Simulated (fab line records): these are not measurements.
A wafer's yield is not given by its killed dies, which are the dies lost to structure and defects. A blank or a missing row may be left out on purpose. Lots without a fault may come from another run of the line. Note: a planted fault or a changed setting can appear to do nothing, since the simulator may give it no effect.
Struck lot and sound lot, side by side || flow n5Finfet || 16 steps out of a route of 1938
Sound: wafers L445.1, L445.4, L445.5. Struck: wafer L451.4. (L451.1, L451.6 of the same lot were not struck and are left out.) The cause comes at the end.
Order at every step that has rows: each side's tool, ch and its chambers, its first start. Under that, the readings that differ: sound wafers || struck wafers || difference of the means || sigmas: that difference in standard deviations of wafers without a fault.
alike: a reading whose means differ by less than 2 such deviations, as well as words and numbers matching on both sides. not compared: withheld readings; readings where some wafer has no value; bounds like >300 that might hide an equal value; numbers whose values overlap and for which the record gives no deviation.
A row with sigmas, a row that says differs or no value, or rows on one side alone: a step with any of these is where the two part. Non-overlapping numbers with no deviation appear without sigmas and do not part them. Lack of a reading on every wafer of one side parts them only where that side has two or more wafers.

first, 1 step without rows for these wafers: N5_BEOL_M1_DESCUM_33 (chemistry O2, time 7 s).
N5_BEOL_M1_ETCH_77: etches underlayer in N2/H2, target depth 6.5 nm, time 5.2 s.
  sound on rieDiel-04 ch 0,2,3, day 7 10:37; struck on rieDiel-01 ch 2, day 9 02:36
  alike: drypumpMotorCurrentA, etchRfOnTimeS, oesProductAu, rfFwdPowerW, rfVppV, showerheadPlenumPTorr, throttleValvePct
  not compared: rfHoursCounterH
then, 1 step without rows for these wafers: N5_BEOL_M1_ETCH_69 (etches SiARC in CF4, target depth 15.6 nm, time 26 s).
N5_BEOL_M1_ALD_98: deposits SiO2, target thk 2.5 nm, pulse time 1 s, co reactant pulse time 1 s.
  sound on aldSin-02 ch 1,3, day 7 10:42; struck on aldSin-01 ch 2, day 9 03:18
{"reading": "precursorPulseHeightRel", "sound": "1.000 0.979 0.977", "struck": 1.035, "difference": "+0.050", "sigmas": "+3"}
  alike: heaterPowerW
  not compared: sinceWetCleanH
then, 1 step without rows for these wafers: N5_BEOL_M1_ETCHBACK_99 (etches SiO2 in CHF3, target depth 5 nm, time 10.4 s).
N5_BEOL_M1_ETCH_70: etches SOC in N2/H2, target depth 80 nm, overetch 16 nm, time 120 s.
  sound on rieDiel-04 ch 0,3, day 7 16:37; struck on rieDiel-04 ch 2, day 9 07:56
  alike: drypumpMotorCurrentA, oesProductAu, rfFwdPowerW, rfVppV, showerheadPlenumPTorr, throttleValvePct
  not compared: rfHoursCounterH
then, 4 steps without rows for these wafers: N5_BEOL_M1_STRIP_71 (strips in N2/H2); N5_BEOL_M1_STRIP_78 (strips in N2/H2); N5_BEOL_M1_VIA_ETCH_34 (etches the open film in C4F6/O2, target depth 67.8 nm, time 64.4 s); N5_BEOL_M1_STRIP_83 (strips in C4F6/O2).
N5_BEOL_M1_STRIP_36: strips in N2/H2.
  sound on rieDiel-04 ch 0,3, day 7 16:46; struck on rieDiel-04 ch 2, day 9 08:05
{"reading": "biasPowerW (W)", "sound": "6.966 6.979 7.007", "struck": 7.053, "difference": "+0.069", "sigmas": "+3"}
  alike: drypumpMotorCurrentA, oesProductAu, rfVppV, showerheadPlenumPTorr, throttleValvePct
  not compared: rfHoursCounterH
then, 1 step without rows for these wafers: N5_BEOL_M1_TRENCH_ETCH_37 (etches SiOC in C4F6/O2, target depth 55.207 nm, time 29 s).
N5_BEOL_M1_ETCH_41: etches SiCN in CH3F/O2, target depth 31.9 nm, time 57.8 s.
  sound on rieDiel-04 ch 0,3, day 7 16:50; struck on rieDiel-04 ch 2, day 9 08:10
{"reading": "O2_flow_sccm (sccm)", "sound": "20.02 19.99 20.07", "struck": 19.89, "difference": -0.14, "sigmas": -2}
{"reading": "model.etch.depthNm (nm)", "sound": "21.59 21.36 21.55", "struck": 16.08, "difference": -5.42, "sigmas": ""}
  alike: drypumpMotorCurrentA, oesProductAu, rfFwdPowerW, rfVppV, showerheadPlenumPTorr, throttleValvePct
  not compared: rfHoursCounterH
N5_BEOL_M1_STRIP_97: strips in N2/H2, time 10 s.
  sound on rieDiel-04 ch 0,3; struck on rieDiel-04 ch 2
  alike: biasPowerW, drypumpMotorCurrentA, oesProductAu, rfVppV, showerheadPlenumPTorr, throttleValvePct
  not compared: rfHoursCounterH
N5_BEOL_M4_RC_MEAS_101:
  sound on prober-02 ch 0, day 9 22:43; struck on prober-01 ch 0, day 11 02:05
{"reading": "ION_P (uA/um)", "sound": "449 464 453", "struck": 475, "difference": "+20", "sigmas": "+2"}
  alike: DIBL_N, DIBL_P, IOFF_N, IOFF_P, ION_N, SS_N, SS_P, VT_N, VT_P
-- record jumps: 5 days separate the struck wafers' starts on either side; left off in module BEOL_M4, taken up again in module PASSIVATION, whose first shown step is the route's number 1936 --
N5_PASSIVATION_PROBE_49:
  only the struck wafers here have rows in the record (prober-02, day 16 01:26); the sound ones have none

== WHERE THEY PART ==
Last at N5_PASSIVATION_PROBE_49 as far as this record goes, first at N5_BEOL_M1_ALD_98.

WHY: whatever the simulator had introduced
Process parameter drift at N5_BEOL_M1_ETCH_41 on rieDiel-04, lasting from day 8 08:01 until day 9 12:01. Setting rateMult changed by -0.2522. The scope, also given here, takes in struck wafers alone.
